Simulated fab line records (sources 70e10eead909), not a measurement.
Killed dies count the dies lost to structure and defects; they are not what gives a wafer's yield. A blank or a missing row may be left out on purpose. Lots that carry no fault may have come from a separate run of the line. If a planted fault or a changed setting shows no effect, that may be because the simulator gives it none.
Which tool is to blame?    flow nand-harc    20 lots with 60 wafers sampled at 6 steps, on a route of 1302 steps

WHAT EACH GAUGE READ, for each wafer
Not one reading of a measure or inspect step in the record can be checked against a usual standard deviation.

WHICH TOOL RAN EACH LOT (tool, then ch and the chambers of the sampled wafers, then the start)
lot   NHARC_P_CONTACT_STRIP_28            NHARC_P_M1_ETCH_35                  NHARC_A_ZERO_WELL_ETCH_13         NHARC_A_CHANNEL_HOLE_D1_ETCH_16                NHARC_A_CHANNEL_HOLE_D1_ETCH_19   NHARC_A_CHANNEL_HOLE_D1_ETCH_33
L074  rie-diel-08 ch 0,1, day 6 02:49     rie-diel-05 ch 2,3, day 6 10:01     rie-si-05 ch 0,2,3, day 6 22:59   rie-diel-05 ch 1,2, day 8 15:25 or earlier     har-etch-02 ch 0,1, day 8 15:25   har-etch-02 ch 0,1, day 8 19:23
L076  rie-diel-10 ch 0,1,2, day 6 19:43   rie-diel-05 ch 0,1,3, day 7 02:55   rie-si-05 ch 1,3, day 7 15:31     rie-diel-05 ch 1,2, day 9 15:40 or earlier     har-etch-02 ch 0,1, day 9 15:40   har-etch-02 ch 0,1, day 9 19:40
L078  rie-diel-08 ch 0,1,3, day 7 11:34   rie-diel-05 ch 0,1,2, day 7 19:28   rie-si-06 ch 0,1,3, day 8 08:20   rie-diel-09 ch 0,1,3, day 9 23:16 or earlier   har-etch-01 ch 0,1, day 9 23:16   har-etch-01 ch 0,1, day 10 03:15
L079  rie-diel-03 ch 1,3, day 7 22:31     rie-diel-05 ch 0,1, day 8 06:07     rie-si-02 ch 0,3, day 8 18:47     rie-diel-09 ch 2,3, day 10 16:20 or earlier    har-etch-01 ch 0,1, day 10 16:20  har-etch-01 ch 0,1, day 10 20:18
L075  rie-diel-03 ch 0,1,3, day 8 09:55   rie-diel-01 ch 0,1,3, day 8 17:10   rie-si-06 ch 0,2,3, day 9 06:04   rie-diel-05 ch 0,2,3, day 11 03:36 or earlier  har-etch-01 ch 0,1, day 11 03:36  har-etch-01 ch 0,1, day 11 07:35
L080  rie-diel-03 ch 0,1,2, day 8 12:49   rie-diel-01 ch 0,1,2, day 8 20:11   rie-si-02 ch 1,2, day 9 09:40     rie-diel-05 ch 1,2, day 11 07:47 or earlier    har-etch-01 ch 0,1, day 11 07:47  har-etch-01 ch 0,1, day 11 11:47
L081  rie-diel-10 ch 1,2, day 8 20:27     rie-diel-01 ch 0,1, day 9 03:41     rie-si-06 ch 0,2,3, day 9 16:25   rie-diel-05 ch 1,2, day 11 12:11 or earlier    har-etch-01 ch 1, day 11 12:11    har-etch-01 ch 1, day 11 16:10
L082  rie-diel-10 ch 1,2,3, day 9 03:37   rie-diel-05 ch 1,2,3, day 9 10:59   rie-si-02 ch 0,2,3, day 9 23:50   rie-diel-06 ch 0,2,3, day 11 18:19 or earlier  har-etch-02 ch 0,1, day 11 18:19  har-etch-02 ch 0,1, day 11 22:17
L083  rie-diel-10 ch 0,2,3, day 9 23:47   rie-diel-01 ch 2,3, day 10 07:11    rie-si-06 ch 0,2, day 10 21:41    rie-diel-05 ch 0,2,3, day 12 12:26 or earlier  har-etch-02 ch 0,1, day 12 12:26  har-etch-02 ch 0,1, day 12 16:26
L084  rie-diel-10 ch 0,2,3, day 10 01:41  rie-diel-01 ch 0,2,3, day 10 09:16  rie-si-05 ch 1,2, day 10 22:44    rie-diel-05 ch 0,1,3, day 12 12:00 or earlier  har-etch-01 ch 0,1, day 12 12:00  har-etch-01 ch 0,1, day 12 15:58
L086  rie-diel-10 ch 0,1,2, day 11 01:43  rie-diel-01 ch 0,2, day 11 09:05    rie-si-06 ch 0,1, day 11 22:02    rie-diel-06 ch 2,3, day 13 13:47 or earlier    har-etch-02 ch 0,1, day 13 13:47  har-etch-02 ch 0,1, day 13 17:47
L087  rie-diel-03 ch 0,2, day 11 20:36    rie-diel-05 ch 0,1, day 12 03:55    rie-si-06 ch 0,1,3, day 12 17:15  rie-diel-05 ch 0,1,3, day 14 10:52 or earlier  har-etch-01 ch 0,1, day 14 10:52  har-etch-01 ch 0,1, day 14 14:50
L090  rie-diel-08 ch 0,1, day 12 09:55    rie-diel-01 ch 1,2,3, day 12 17:47  rie-si-05 ch 0,3, day 13 06:40    rie-diel-06 ch 1,2,3, day 15 01:28 or earlier  har-etch-01 ch 1, day 15 01:28    har-etch-01 ch 1, day 15 05:28
L091  rie-diel-08 ch 0,3, day 12 19:45    rie-diel-05 ch 1,2, day 13 03:00    rie-si-02 ch 0,1, day 13 16:48    rie-diel-05 ch 1,2, day 15 14:34 or earlier    har-etch-01 ch 0,1, day 15 14:34  har-etch-01 ch 0,1, day 15 18:33
L092  rie-diel-08 ch 0,1,2, day 13 04:29  rie-diel-09 ch 0,1,3, day 13 12:26  rie-si-02 ch 1,3, day 14 01:11    rie-diel-05 ch 0,3, day 15 18:05 or earlier    har-etch-02 ch 0,1, day 15 18:05  har-etch-02 ch 0,1, day 15 22:05
L093  rie-diel-03 ch 1,2,3, day 13 17:01  rie-diel-01 ch 0,1,3, day 14 00:25  rie-si-05 ch 0,3, day 14 13:02    rie-diel-09 ch 0,1,3, day 16 06:55 or earlier  har-etch-01 ch 0,1, day 16 06:55  har-etch-01 ch 0,1, day 16 10:56
L094  rie-diel-03 ch 0,1, day 14 06:48    rie-diel-05 ch 0,3, day 14 14:26    rie-si-05 ch 0,2,3, day 15 03:33  rie-diel-09 ch 2,3, day 17 05:45 or earlier    har-etch-01 ch 0,1, day 17 05:45  har-etch-01 ch 0,1, day 17 09:44
L095  rie-diel-10 ch 0,3, day 14 17:31    rie-diel-01 ch 0,1,2, day 15 00:46  rie-si-02 ch 0,1, day 15 14:11    rie-diel-05 ch 0,1, day 17 13:42 or earlier    har-etch-01 ch 0,1, day 17 13:42  har-etch-01 ch 0,1, day 17 17:41
L096  rie-diel-08 ch 0,1,3, day 15 00:15  rie-diel-01 ch 1,3, day 15 07:26    rie-si-05 ch 0,2,3, day 15 20:32  rie-diel-05 ch 0,2,3, day 17 13:53 or earlier  har-etch-02 ch 0, day 17 13:53    har-etch-02 ch 0, day 17 17:52
L097  rie-diel-03 ch 1,2, day 15 09:48    rie-diel-01 ch 0,1, day 15 17:08    rie-si-02 ch 1,2,3, day 16 05:56  rie-diel-06 ch 0,1, day 17 20:37 or earlier    har-etch-01 ch 0,1, day 17 20:37  har-etch-01 ch 0,1, day 18 00:36
- NHARC_P_CONTACT_STRIP_28: strips in O2.
- NHARC_P_M1_ETCH_35: etches the open film in N2/H2, target depth 40 nm, overetch 12 nm, time 43.94 s.
- NHARC_A_ZERO_WELL_ETCH_13: etches the open film in HBr/Cl2, target depth 120 nm, time 40.1 s.
- NHARC_A_CHANNEL_HOLE_D1_ETCH_16: etches the open film in O2/COS, target depth 3100 nm, time 806 s.
- NHARC_A_CHANNEL_HOLE_D1_ETCH_19: etches the open film in C4F8/O2/Ar, time 34.5 s.
- NHARC_A_CHANNEL_HOLE_D1_ETCH_33: etches the open film in C4F8/O2/Ar, time 90 s, target depth 400 nm.

WHAT THE TOOLS THEMSELVES READ (means of the sampled wafers that have a number; where no wafer has one, the mark that the record gives instead)
NHARC_P_CONTACT_STRIP_28. Usual: drypump-motor-current-A 5.8 A, standard deviation 0.43; oes-product-au 0.998 a.u., standard deviation 0.0096; rf-vpp-V 58.0 V, standard deviation 0.84; showerhead-plenum-p-Torr 3.64 Torr, standard deviation 0.12; throttle-valve-pct 17.037 %, standard deviation 0.0089.
lot   tool         drypump-motor-current-A (A)  oes-product-au (a.u.)  rf-vpp-V (V)  showerhead-plenum-p-Torr (Torr)  throttle-valve-pct (%)  flag
L074  rie-diel-08  6.4                          1.001                  58.2          3.60                             17.037                  
L076  rie-diel-10  5.9                          1.000                  58.1          3.68                             17.035                  
L078  rie-diel-08  5.9                          1.002                  57.3          3.58                             17.032                  
L079  rie-diel-03  5.9                          1.003                  58.2          3.70                             17.039                  
L075  rie-diel-03  5.6                          0.996                  57.5          3.72                             17.037                  
L080  rie-diel-03  5.4                          1.002                  58.4          3.61                             17.042                  
L081  rie-diel-10  5.8                          1.003                  57.4          3.70                             17.038                  
L082  rie-diel-10  5.9                          0.993                  58.2          3.67                             17.046                  
L083  rie-diel-10  5.9                          0.994                  58.0          3.72                             17.038                  
L084  rie-diel-10  5.9                          0.993                  58.3          3.72                             17.044                  
L086  rie-diel-10  5.9                          0.987                  58.0          3.68                             17.033                  
L087  rie-diel-03  5.1                          1.006                  57.9          3.62                             17.040                  
L090  rie-diel-08  6.4                          1.005                  57.3          3.60                             17.035                  
L091  rie-diel-08  5.7                          0.988                  58.1          3.59                             17.038                  
L092  rie-diel-08  6.2                          1.002                  58.8          3.65                             17.040                  
L093  rie-diel-03  5.8                          1.001                  57.7          3.58                             17.027                  
L094  rie-diel-03  5.6                          1.008                  58.6          3.73                             17.036                  
L095  rie-diel-10  6.0                          0.988                  58.4          3.68                             17.042                  
L096  rie-diel-08  5.8                          1.004                  58.7          3.57                             17.047                  
L097  rie-diel-03  5.6                          0.995                  57.4          3.47                             17.036                  

NHARC_P_M1_ETCH_35. Usual: drypump-motor-current-A 5.6 A, standard deviation 0.41; oes-product-au 1.005 a.u., standard deviation 0.0099; rf-vpp-V 432.0 V, standard deviation 2.2; showerhead-plenum-p-Torr 2.10 Torr, standard deviation 0.073; throttle-valve-pct 14.171 %, standard deviation 0.0082.
lot   tool         drypump-motor-current-A (A)  oes-product-au (a.u.)  rf-vpp-V (V)  showerhead-plenum-p-Torr (Torr)  throttle-valve-pct (%)  flag
L074  rie-diel-05  6.1                          1.007                  432.2         2.08                             14.173                  
L076  rie-diel-05  5.6                          1.002                  432.6         2.12                             14.171                  
L078  rie-diel-05  5.8                          1.000                  431.7         2.06                             14.160                  
L079  rie-diel-05  5.5                          0.996                  432.5         2.12                             14.165                  
L075  rie-diel-01  5.5                          1.017                  432.4         2.11                             14.168                  
L080  rie-diel-01  5.3                          1.013                  432.5         2.13                             14.168                  
L081  rie-diel-01  5.2                          1.019                  433.6         2.15                             14.175                  
L082  rie-diel-05  6.0                          1.004                  432.1         2.08                             14.173                  
L083  rie-diel-01  5.8                          1.001                  431.7         2.09                             14.167                  
L084  rie-diel-01  5.6                          0.998                  431.6         2.09                             14.174                  
L086  rie-diel-01  5.3                          1.008                  430.9         2.08                             14.167                  
L087  rie-diel-05  5.4                          1.002                  431.5         2.10                             14.172                  
L090  rie-diel-01  5.6                          1.006                  433.3         2.14                             14.163                  
L091  rie-diel-05  6.1                          1.002                  430.6         2.03                             14.176                  
L092  rie-diel-09  6.1                          0.997                  434.8         2.19                             14.173                  
L093  rie-diel-01  5.4                          1.005                  432.6         2.10                             14.169                  
L094  rie-diel-05  5.5                          0.995                  431.5         2.09                             14.172                  
L095  rie-diel-01  5.4                          1.003                  433.6         2.13                             14.169                  
L096  rie-diel-01  5.8                          1.011                  432.1         2.11                             14.167                  
L097  rie-diel-01  5.2                          1.009                  432.1         2.09                             14.167                  

NHARC_A_ZERO_WELL_ETCH_13. Usual: drypump-motor-current-A 5.4 A, standard deviation 0.31; oes-product-au 1.001 a.u., standard deviation 0.012; throttle-valve-pct 26.406 %, standard deviation 0.01.
lot   tool       drypump-motor-current-A (A)  oes-product-au (a.u.)  throttle-valve-pct (%)  flag
L074  rie-si-05  5.3                          0.986                  26.402                  
L076  rie-si-05  5.3                          0.991                  26.410                  
L078  rie-si-06  5.1                          1.003                  26.407                  
L079  rie-si-02  5.2                          1.010                  26.410                  
L075  rie-si-06  5.2                          1.009                  26.402                  
L080  rie-si-02  5.7                          1.010                  26.403                  
L081  rie-si-06  5.2                          1.009                  26.416                  
L082  rie-si-02  5.6                          1.010                  26.405                  
L083  rie-si-06  5.4                          1.010                  26.404                  
L084  rie-si-05  5.4                          0.999                  26.411                  
L086  rie-si-06  5.1                          0.995                  26.411                  
L087  rie-si-06  5.1                          0.999                  26.403                  
L090  rie-si-05  5.2                          0.985                  26.406                  
L091  rie-si-02  5.2                          1.005                  26.399                  
L092  rie-si-02  5.9                          1.009                  26.407                  
L093  rie-si-05  5.2                          0.994                  26.402                  
L094  rie-si-05  5.3                          0.988                  26.412                  
L095  rie-si-02  5.1                          1.003                  26.407                  
L096  rie-si-05  5.2                          0.989                  26.404                  
L097  rie-si-02  5.8                          0.999                  26.406                  

NHARC_A_CHANNEL_HOLE_D1_ETCH_16. Usual: drypump-motor-current-A 5.8 A, standard deviation 0.46; oes-product-au 0.998 a.u., standard deviation 0.01; rf-vpp-V 314.9 V, standard deviation 2.1; showerhead-plenum-p-Torr 3.17 Torr, standard deviation 0.13; throttle-valve-pct 28.330 %, standard deviation 0.0095.
lot   tool         drypump-motor-current-A (A)  oes-product-au (a.u.)  rf-vpp-V (V)  showerhead-plenum-p-Torr (Torr)  throttle-valve-pct (%)  flag
L074  rie-diel-05  5.9                          0.999                  316.3         3.20                             28.325                  
L076  rie-diel-05  6.1                          1.000                  313.7         3.11                             28.328                  
L078  rie-diel-09  6.2                          0.989                  317.5         3.35                             28.333                  
L079  rie-diel-09  6.0                          0.995                  315.4         3.22                             28.333                  
L075  rie-diel-05  5.8                          0.998                  314.7         3.14                             28.316                  
L080  rie-diel-05  6.1                          1.002                  314.2         3.11                             28.319                  
L081  rie-diel-05  6.1                          1.006                  313.3         3.11                             28.333                  
L082  rie-diel-06  5.2                          0.998                  312.2         3.02                             28.328                  
L083  rie-diel-05  5.9                          1.002                  314.7         3.14                             28.336                  
L084  rie-diel-05  5.7                          0.997                  316.0         3.23                             28.336                  
L086  rie-diel-06  5.1                          0.997                  312.8         3.04                             28.330                  
L087  rie-diel-05  5.6                          0.990                  314.8         3.23                             28.336                  
L090  rie-diel-06  5.2                          0.993                  314.4         3.12                             28.332                  
L091  rie-diel-05  5.9                          0.990                  315.4         3.19                             28.337                  
L092  rie-diel-05  5.5                          0.993                  315.0         3.19                             28.335                  
L093  rie-diel-09  6.1                          1.005                  316.6         3.33                             28.332                  
L094  rie-diel-09  6.1                          0.999                  315.3         3.20                             28.333                  
L095  rie-diel-05  5.5                          0.996                  315.4         3.23                             28.336                  
L096  rie-diel-05  5.9                          1.004                  314.5         3.14                             28.324                  
L097  rie-diel-06  5.3                          0.996                  314.8         3.21                             28.333                  

NHARC_A_CHANNEL_HOLE_D1_ETCH_19. Usual: c4f8-flow-sccm 28.79 sccm, standard deviation 0.087; drypump-motor-current-A 5.9 A, standard deviation 0.46; showerhead-plenum-p-Torr 3.67 Torr, standard deviation 0.057; temp-c -20.00 C, standard deviation 0.096; throttle-valve-pct 37.039 %, standard deviation 0.0083.
lot   tool         c4f8-flow-sccm (sccm)  drypump-motor-current-A (A)  showerhead-plenum-p-Torr (Torr)  temp-c (C)  throttle-valve-pct (%)  flag
L074  har-etch-02  28.85                  6.0                          3.74                             -20.07      37.036                  
L076  har-etch-02  28.86                  5.5                          3.74                             -20.04      37.033                  
L078  har-etch-01  28.77                  5.9                          3.69                             -19.97      37.029                  
L079  har-etch-01  28.80                  6.1                          3.65                             -19.96      37.032                  
L075  har-etch-01  28.80                  6.1                          3.65                             -20.01      37.038                  
L080  har-etch-01  28.81                  6.1                          3.65                             -20.08      37.035                  
L081  har-etch-01  28.76                  5.8                          3.72                             -19.96      37.043                  
L082  har-etch-02  28.73                  5.5                          3.72                             -20.03      37.037                  
L083  har-etch-02  28.80                  5.5                          3.71                             -20.12      37.045                  
L084  har-etch-01  28.83                  5.9                          3.67                             -19.96      37.037                  
L086  har-etch-02  28.74                  6.0                          3.70                             -20.00      37.033                  
L087  har-etch-01  28.68                  5.9                          3.66                             -19.99      37.041                  
L090  har-etch-01  28.79                  5.8                          3.69                             -19.97      37.037                  
L091  har-etch-01  28.83                  6.1                          3.61                             -20.10      37.040                  
L092  har-etch-02  28.74                  5.5                          3.68                             -20.03      37.044                  
L093  har-etch-01  28.74                  6.1                          3.61                             -19.96      37.032                  
L094  har-etch-01  28.91                  5.9                          3.63                             -20.09      37.034                  
L095  har-etch-01  28.75                  6.1                          3.59                             -19.90      37.034                  
L096  har-etch-02  28.87                  6.4                          3.67                             -20.02      37.037                  
L097  har-etch-01  28.80                  6.1                          3.59                             -19.99      37.027                  

NHARC_A_CHANNEL_HOLE_D1_ETCH_33. Usual: c4f8-flow-sccm 41.70 sccm, standard deviation 0.13; drypump-motor-current-A 5.9 A, standard deviation 0.45; showerhead-plenum-p-Torr 3.66 Torr, standard deviation 0.056; temp-c -20.01 C, standard deviation 0.11; throttle-valve-pct 27.619 %, standard deviation 0.0085.
lot   tool         c4f8-flow-sccm (sccm)  drypump-motor-current-A (A)  showerhead-plenum-p-Torr (Torr)  temp-c (C)  throttle-valve-pct (%)  flag
L074  har-etch-02  41.59                  6.0                          3.73                             -20.01      27.609                  
L076  har-etch-02  41.76                  5.6                          3.73                             -20.04      27.617                  
L078  har-etch-01  41.70                  5.9                          3.68                             -19.94      27.619                  
L079  har-etch-01  41.80                  6.1                          3.65                             -19.88      27.622                  
L075  har-etch-01  41.79                  6.1                          3.64                             -19.83      27.614                  
L080  har-etch-01  41.62                  6.1                          3.64                             -20.11      27.622                  
L081  har-etch-01  41.75                  5.8                          3.71                             -20.07      27.620                  
L082  har-etch-02  41.68                  5.6                          3.71                             -20.08      27.621                  
L083  har-etch-02  41.84                  5.5                          3.70                             -20.03      27.620                  
L084  har-etch-01  41.73                  5.9                          3.67                             -19.94      27.623                  
L086  har-etch-02  41.73                  6.0                          3.69                             -19.91      27.612                  
L087  har-etch-01  41.71                  6.0                          3.65                             -20.01      27.628                  
L090  har-etch-01  41.70                  5.8                          3.69                             -20.01      27.622                  
L091  har-etch-01  41.81                  6.1                          3.61                             -20.06      27.616                  
L092  har-etch-02  41.54                  5.6                          3.68                             -20.12      27.610                  
L093  har-etch-01  41.84                  6.1                          3.60                             -20.01      27.621                  
L094  har-etch-01  41.64                  5.9                          3.63                             -20.10      27.618                  
L095  har-etch-01  41.80                  6.1                          3.59                             -20.02      27.619                  
L096  har-etch-02  41.75                  6.4                          3.67                             -19.89      27.622                  
L097  har-etch-01  41.70                  6.1                          3.59                             -20.18      27.618                  

THE ANSWER, worked out from the rows above alone
Rule: a lot counts as off when the mean over its wafers that have a number is more than 3 standard deviations away from the usual mean. Also off: a lot with no number at a reading for which 4 or more lots have one. Any other lot the step has rows for is counted as sound. Order of review: gauges by route order, followed by the tools' own readings, for which a lot's mean as printed above is used. At the first step where some lot is off, the reading lying furthest off is the one used; lots without a number count as furthest.
Across all readings shown, no lot is off: no conclusion can be drawn from this.

WHAT THE SIMULATOR PUT IN
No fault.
